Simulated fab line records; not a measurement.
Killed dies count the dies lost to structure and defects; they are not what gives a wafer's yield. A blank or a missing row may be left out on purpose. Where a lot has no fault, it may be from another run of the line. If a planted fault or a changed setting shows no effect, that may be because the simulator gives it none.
Code-filled problem report in 8D (eight disciplines) form || flow n5 finfet || the parts of the form that need people (team, actions taken, sign-off) are left out

## 1. WHAT WENT WRONG
Mean of spin speed rpm at N5_GATE_CUT_COAT_27: 1672.8 rpm across 6 wafers in 2 lots; on wafers with no fault it is 1500.1 rpm (standard deviation 1). That is +99 or more standard deviations from the usual mean.
The step: time 60 s, resist thk 10 nm.
First seen on wafer L729.1, day 8 17:29, on litho track-04. Wafers with a number at this step in the record: 24, from 8 lots. Rule for "out" (also "out of limits"): further than 4 standard deviations from the usual mean. Any other wafer with a number is counted as sound.

## 2. WHAT IT IS, WHAT IT ISN'T
{"question": "which readings at this step", "is": "spin speed rpm", "is not": "dispense pressure kPa"}
{"question": "which lots", "is": "L729, L730", "is not": "L713, L722, L723, L725, L728, L735"}
{"question": "which wafers of those lots", "is": "all that have a number", "is not": "-"}
{"question": "read on which tools", "is": "litho track-04", "is not": "litho track-01, litho track-03"}
{"question": "when", "is": "from day 8 17:29", "is not": "up to then (15 sound wafers); but 3 sound wafers of L735 came after"}

## 3. SUSPECTS, AND WHAT RULES EACH OUT
Counting: any tool at a process step up to the reading is kept as a suspect provided that every lot that is out went through it and no sound lot did after the first of them.
- plasma asher-02 at N5_HKMG_FIN_STRIP_69 (strips in N2/H2, time 360 s): ruled out as a lasting fault. Following L729 (day 8 10:50), the first lot on it that is out, the sound lots L735 were run on it.
- litho track-04 at N5_GATE_CUT_COAT_27 (time 60 s, resist thk 10 nm): kept. It ran every lot that is out, first L729 (day 8 17:29), and no sound lot after that; its last sound lot up to then is L728 (day 8 11:58). Out on those wafers are its own readings of spin speed rpm.
Remaining after the count: litho track-04 at N5_GATE_CUT_COAT_27.

## 4. THE CAUSE (what the simulator had put in)
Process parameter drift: litho track-04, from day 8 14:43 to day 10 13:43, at N5_GATE_CUT_COAT_27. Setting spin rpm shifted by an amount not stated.
Counting left only this tool.

## 5. THE CHAIN OF EFFECTS, in route order
Rows list readings where the struck wafers' mean (over those with a number) sits beyond 3 standard deviations from the usual. Scope: only readings with a usual standard deviation given in the record; hours: median across lots of the time from each lot's start at the first step in this table that gives one to its start at this step; sigmas: change in usual standard deviations.
{"hours": 0, "step": "N5_GATE_CUT_COAT_27", "reading": "spin speed rpm", "usual": "1500.1 rpm", "on struck wafers": 1672.8, "change": "+172.7", "sigmas": "+99 or more"}
{"hours": 1, "step": "N5_GATE_CUT_ETCH_28", "reading": "etch rf on time s", "usual": "10.43 s", "on struck wafers": 9.94, "change": -0.49, "sigmas": -3.8}
It contains these process steps:
- N5_GATE_CUT_COAT_27: time 60 s, resist thk 10 nm.
- N5_GATE_CUT_ETCH_28: etches underlayer in N2/H2, target depth 13 nm, time 10.4 s.
Later measuring or inspecting steps at which every struck wafer that the step has a row for has a number for every such reading, and none has moved that far: N5_BEOL_M4_RC_MEAS_101.

## 6. HOW IT WOULD HAVE BEEN CAUGHT EARLIER
The fault began at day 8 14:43; the first out-of-limits reading in this record came at day 8 17:29, 3 hours later.
